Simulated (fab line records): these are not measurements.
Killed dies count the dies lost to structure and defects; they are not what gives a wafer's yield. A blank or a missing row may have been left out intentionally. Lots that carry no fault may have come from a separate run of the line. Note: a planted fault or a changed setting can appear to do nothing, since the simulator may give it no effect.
Comparing a struck lot with a sound one / flow nand-harc / 19 steps out of a route of 1302
Sound: these wafers, L582.1, L582.3, L582.5. Struck: wafers L587.1, L587.3, L587.6. Last of all comes the cause.
Each step with rows lists, per side, the tool, then ch with its chambers, then its first start. Under that, the readings that differ: sound wafers / struck wafers / difference of the means / sigmas: that difference in standard deviations of wafers without a fault.
alike: same words and numbers on both sides, and readings whose means sit less than 2 such deviations apart. not compared: any withheld reading, any reading some wafer has no value for, any bound like >300 that may hide the same value, and any number with overlapping values for which the record gives no deviation.
A row with sigmas, a row that says differs or no value, or rows on one side alone: a step with any of these is where the two part. Numbers that have no deviation but don't overlap get no sigmas and don't part them. A reading that every wafer of one side lacks parts them only if that side has two wafers or more.

NHARC_P_ZERO_WELL_CD_MEAS_11: target cd 500 nm.
  sound on cd-sem-03 ch 0, day 3 03:14; struck on cd-sem-03 ch 0, day 5 05:07
reading=cd-nm (nm); sound=498.2 498.6 497.2; struck=502.1 502.6 501.4; difference=+4.0; sigmas=+2
then, 1 step without rows for these wafers: NHARC_P_ZERO_WELL_HARDBAKE_12 (time 65 s).
NHARC_P_ZERO_WELL_DESCUM_13: chemistry O2, time 3 s.
  sound on rie-diel-11 ch 1,2,3, day 3 03:24; struck on rie-diel-07 ch 1,2,3, day 5 05:19
  alike: drypump-motor-current-A, oes-product-au, rf-vpp-V, showerhead-plenum-p-Torr, throttle-valve-pct
  not compared: rf-hours-counter-h
NHARC_P_ZERO_WELL_ETCH_65: etches the open film in N2/H2, target depth 80 nm, overetch 24 nm, time 87.88 s.
  sound on rie-diel-11 ch 0,1,3, day 3 03:29; struck on rie-diel-07 ch 0,1,3, day 5 05:24
  alike: bias-w, drypump-motor-current-A, n2-flow-sccm, oes-product-au, rf-vpp-V, showerhead-plenum-p-Torr, throttle-valve-pct
  not compared: rf-hours-counter-h
NHARC_P_ZERO_WELL_ETCH_62: etches the open film in CHF3/Ar, target depth 13 nm, time 6.5 s.
  sound: rie-diel-11 ch 1,2,3; struck: rie-diel-07 ch 1,3
  alike: bias-w, drypump-motor-current-A, oes-product-au, rf-vpp-V, showerhead-plenum-p-Torr, throttle-valve-pct
  not compared: rf-hours-counter-h
NHARC_P_ZERO_WELL_ETCH_63: etches the open film in HBr/Cl2, target depth 120 nm, time 40.1 s.
  sound on rie-si-02 ch 0,2,3, day 3 03:41; struck on rie-si-03 ch 0,1,3, day 5 05:34
  alike: bias-w, drypump-motor-current-A, oes-product-au, throttle-valve-pct
  not compared: rf-hours-counter-h
then, 6 steps without rows for these wafers: NHARC_P_ZERO_WELL_STRIP_15 (strips in SPM, time 900 s); NHARC_P_ZERO_WELL_DEHYDRATE_16 (time 120 s); NHARC_P_ZERO_WELL_HMDS_17 (time 30 s); NHARC_P_ZERO_WELL_COAT_18; NHARC_P_ZERO_WELL_SOFTBAKE_19 (time 95 s); NHARC_P_ZERO_WELL_EBR_20.
NHARC_P_ZERO_WELL_EXPOSE_21: exposes mask P NWELL, target cd 720 nm.
  sound on krf-scanner-02 ch 0, day 3 04:18; struck on krf-scanner-02 ch 0, day 5 06:20
reading=mask; sound=P_NWELL#0 P_NWELL#0 P_NWELL#0; struck=P_NWELL_R1#0 P_NWELL_R1#0 P_NWELL_R1#0; difference=differs; sigmas=
then, 2 steps without rows for these wafers: NHARC_P_ZERO_WELL_PEB_22 (peb time 85 s); NHARC_P_ZERO_WELL_DEVELOP_23 (time 70 s).
NHARC_P_ZERO_WELL_CD_MEAS_24: target cd 720 nm.
  sound on cd-sem-01 ch 0, day 3 04:27; struck on cd-sem-03 ch 0, day 5 06:29
reading=cd-nm (nm); sound=719.7 717.8 719.5; struck=686.5 684.4 683.2; difference=-34.3; sigmas=-17
then, 1 step without rows for these wafers: NHARC_P_ZERO_WELL_HARDBAKE_25 (time 80 s).
NHARC_P_ZERO_WELL_DESCUM_26: chemistry O2, time 3 s.
  sound on rie-diel-11 ch 1,2, day 3 04:37; struck on rie-diel-10 ch 2,3, day 5 06:42
reading=model.P_ZERO_WELL.cd-nm (nm); sound=720 717.4 719.3; struck=686.7 684.7 683.1; difference=-34.1; sigmas=
  alike: drypump-motor-current-A, oes-product-au, rf-vpp-V, showerhead-plenum-p-Torr, throttle-valve-pct
  not compared: rf-hours-counter-h
then, 1 step without rows for these wafers: NHARC_P_ZERO_WELL_IMPLANT_27.

== WHERE THEY PART ==
Last at NHARC_P_ZERO_WELL_CD_MEAS_24 as far as this record goes, first at NHARC_P_ZERO_WELL_CD_MEAS_11. Later steps at which nothing parts them and some readings are alike: NHARC_P_ZERO_WELL_DESCUM_26.

WHY: what had been put in by the simulator
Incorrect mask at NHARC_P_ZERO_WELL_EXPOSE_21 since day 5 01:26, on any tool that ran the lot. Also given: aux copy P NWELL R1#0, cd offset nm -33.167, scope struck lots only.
